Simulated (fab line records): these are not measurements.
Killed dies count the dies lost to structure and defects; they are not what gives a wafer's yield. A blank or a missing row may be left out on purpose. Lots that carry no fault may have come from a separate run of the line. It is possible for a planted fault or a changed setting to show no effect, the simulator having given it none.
Chamber matching + flow n5 finfet + N5_BEOL_M12_TRENCH_ETCH_34 on rie diel-03 has 4 sister chambers
The step etches SiOC in C4F8/O2/Ar, target depth 318.95 nm, time 125.5 s. 7 wafers are shown with their chamber, then 7 later ones without.

## WAFERS, EACH WITH ITS CHAMBER
| wafer  | chamber | drypump motor current A (A) | throttle valve pct (%) |
|--------|---------|-----------------------------|------------------------|
| L079.2 | 1       | 6.4                         | 24.49                  |
| L079.6 | 0       | 4.7                         | 24.63                  |
| L080.2 | 2       | 5.9                         | 24.16                  |
| L080.3 | 0       | 4.7                         | 24.62                  |
| L080.4 | 1       | 6.4                         | 24.50                  |
| L081.4 | 3       | 5.0                         | 24.14                  |
| L081.5 | 3       | 5.1                         | 24.15                  |

## WAFERS WHOSE CHAMBER IS MISSING
| wafer  | drypump motor current A (A) | throttle valve pct (%) |
|--------|-----------------------------|------------------------|
| L081.6 | 5.9                         | 24.14                  |
| L093.1 | 5.0                         | 24.19                  |
| L093.5 | 5.9                         | 23.87                  |
| L093.6 | 5.1                         | 24.18                  |
| L097.1 | 4.7                         | 24.31                  |
| L097.4 | 6.4                         | 24.54                  |
| L097.5 | 4.7                         | 24.31                  |

## WHICH CHAMBER EACH WENT THROUGH
| wafer  | from the rows above | in truth                   |
|--------|---------------------|----------------------------|
| L081.6 | 2                   | 2                          |
| L093.1 | 3                   | 3                          |
| L093.5 | 2                   | 2                          |
| L093.6 | 3                   | 3                          |
| L097.1 | 3                   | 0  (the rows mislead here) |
| L097.4 | 1                   | 1                          |
| L097.5 | 3                   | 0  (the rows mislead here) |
Correctly placed: 5 of 7. Number that these rows cannot place: 0. Placed wrongly: 2.
How it was worked out, from the rows above alone: a wafer's distance from a chamber is the root of the sum, over the readings, of the square of ((its reading less the chamber's mean) divided by the reading's scatter). The wafer belongs to the nearest chamber; if the next one is less than 2 further off, it can't be placed. For every chamber, the mean is computed from those of its wafers that are shown. How the scatter is found: for the shown wafers, subtract from each reading the mean of its chamber, square and add these, divide the total by (wafers less chambers), then take the root.
